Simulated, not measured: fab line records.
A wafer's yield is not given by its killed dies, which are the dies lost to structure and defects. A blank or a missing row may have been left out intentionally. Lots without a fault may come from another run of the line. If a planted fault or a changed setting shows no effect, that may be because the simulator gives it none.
Struck lot and sound lot, side by side || flow n5Finfet || 15 steps out of a route of 1938
Sound: wafers L333.3, L333.4, L333.5. Struck: wafers L339.1, L339.2, L339.4. At the end, the cause is stated.
For every step that has rows: the tool of each side, followed by ch and its chambers, followed by its first start. Under that, the readings that differ: sound wafers || struck wafers || difference of the means || sigmas: that difference in standard deviations of wafers without a fault.
alike: readings with means less than 2 such deviations apart, plus words and numbers identical on both sides. not compared: withheld readings, readings lacking a value on some wafer, bounds such as >300 that could conceal the same value, and numbers that have no deviation in the record and whose values overlap.
A row with sigmas, a row that says differs or no value, or rows on one side alone: a step with any of these is where the two part. Non-overlapping numbers with no deviation appear without sigmas and do not part them. Lack of a reading on every wafer of one side parts them only where that side has two or more wafers.

first, 1 step without rows for these wafers: N5_BEOL_M4_DEVELOP_27 (develop time 30 s).
N5_BEOL_M4_CD_MEAS_28: target cd 26.2 nm, target cd y 24.1 nm.
  sound on cdSem-02 ch 0, day 9 08:59; struck on cdSem-02 ch 0, day 10 17:40
  alike: cdNm
N5_BEOL_M4_OVL_MEAS_29:
  sound on overlay-01 ch 0, day 9 09:02; struck on overlay-01 ch 0, day 10 17:43
  alike: V3_OVL
N5_BEOL_M4_INSPECT_30: inspects for defects (brightfield).
  sound: defectInspect-02 at day 9 09:04; struck: defectInspect-02 at day 10 17:46
  alike: rawDefectCount
then, 1 step without rows for these wafers: N5_BEOL_M4_DESCUM_33 (chemistry O2, time 7 s).
N5_BEOL_M4_ETCH_77: etches underlayer in N2/H2, target depth 6.5 nm, time 5.2 s.
  sound on rieDiel-04 ch 0,1,2, day 9 09:08; struck on rieDiel-01 ch 0,1,3, day 10 17:50
  alike: biasW, chamberPressureMTorr, drypumpMotorCurrentA, etchRfOnTimeS, oesProductAu, rfVppV, showerheadPlenumPTorr, throttleValvePct
  not compared: rfHoursCounterH
N5_BEOL_M4_ETCH_69: etches SiARC in CF4, target depth 15.6 nm, time 26 s.
  sound on rieDiel-04 ch 0,1,2, day 9 09:10; struck on rieDiel-01 ch 0,1,3, day 10 17:51
  alike: biasW, cf4FlowSccm, drypumpMotorCurrentA, etchRfOnTimeS, oesProductAu, rfVppV, showerheadPlenumPTorr, throttleValvePct
  not compared: rfHoursCounterH
N5_BEOL_M4_ALD_98: deposits SiO2, target thk 2.5 nm, pulse time 1 s, co reactant pulse time 1 s.
  sound on aldSin-04 ch 0,3, day 9 09:29; struck on aldSin-04 ch 0,1,3, day 10 18:20
  alike: chamberPressureTorr, heaterPowerW, precursorPulseHeightRel
N5_BEOL_M4_ETCHBACK_99: etches SiO2 in CHF3, target depth 5 nm, time 10.4 s.
  sound on rieDiel-06 ch 0,1,3, day 9 11:27; struck on rieDiel-04 ch 0,1,3, day 10 23:55
  alike: drypumpMotorCurrentA, oesProductAu, rfVppV, showerheadPlenumPTorr, throttleValvePct
  not compared: rfHoursCounterH
N5_BEOL_M4_ETCH_70: etches SOC in N2/H2, target depth 80 nm, overetch 24 nm, time 130 s.
  sound on rieDiel-06 ch 0,1,3, day 9 11:29; struck on rieDiel-04 ch 0,1,3, day 10 23:57
  alike: biasW, chamberPressureMTorr, drypumpMotorCurrentA, oesProductAu, rfVppV, showerheadPlenumPTorr, throttleValvePct
  not compared: rfHoursCounterH
then, 2 steps without rows for these wafers: N5_BEOL_M4_STRIP_71 (strips in N2/H2); N5_BEOL_M4_STRIP_78 (strips in N2/H2).
N5_BEOL_M4_VIA_ETCH_34: etches the open film in C4F6/O2, target depth 69.4 nm, time 65.9 s.
  sound on rieDiel-06 ch 0,1,3, day 9 11:35; struck on rieDiel-04 ch 0,1,3, day 11 00:03
  no value came back on the struck wafers for any of 7 readings (C4F6_flow_sccm (sccm), O2_flow_sccm (sccm) and others); on the sound wafers C4F6_flow_sccm (sccm) reads 9.975 10.006 9.966
{"reading": "model.SOC_of_BEOL_M4_COAT_67.thkNm (nm)", "sound": "52.4 52.4 52.6", "struck": "60 60 60", "difference": "+8", "sigmas": ""}
{"reading": "model.SiARC_of_BEOL_M4_COAT_68.thkNm (nm)", "sound": "0 0 0", "struck": "5.8 5.8 6", "difference": "+5.9", "sigmas": ""}
{"reading": "model.SiO2_of_BEOL_M4_ALD_98.thkNm (nm)", "sound": "0 0 0", "struck": "2.4 2.4 2.4", "difference": "+2.4", "sigmas": ""}
  not compared: rfHoursCounterH
then, 1 step without rows for these wafers: N5_BEOL_M4_STRIP_83 (strips in C4F6/O2).
N5_BEOL_M4_RC_MEAS_101:
  the record has rows for the sound wafers here (prober-01 ch 0, day 9 16:32) and none for the struck ones

## WHERE THEY PART
First at N5_BEOL_M4_VIA_ETCH_34; last, within this record, at N5_BEOL_M4_RC_MEAS_101.

WHY: whatever the simulator had introduced
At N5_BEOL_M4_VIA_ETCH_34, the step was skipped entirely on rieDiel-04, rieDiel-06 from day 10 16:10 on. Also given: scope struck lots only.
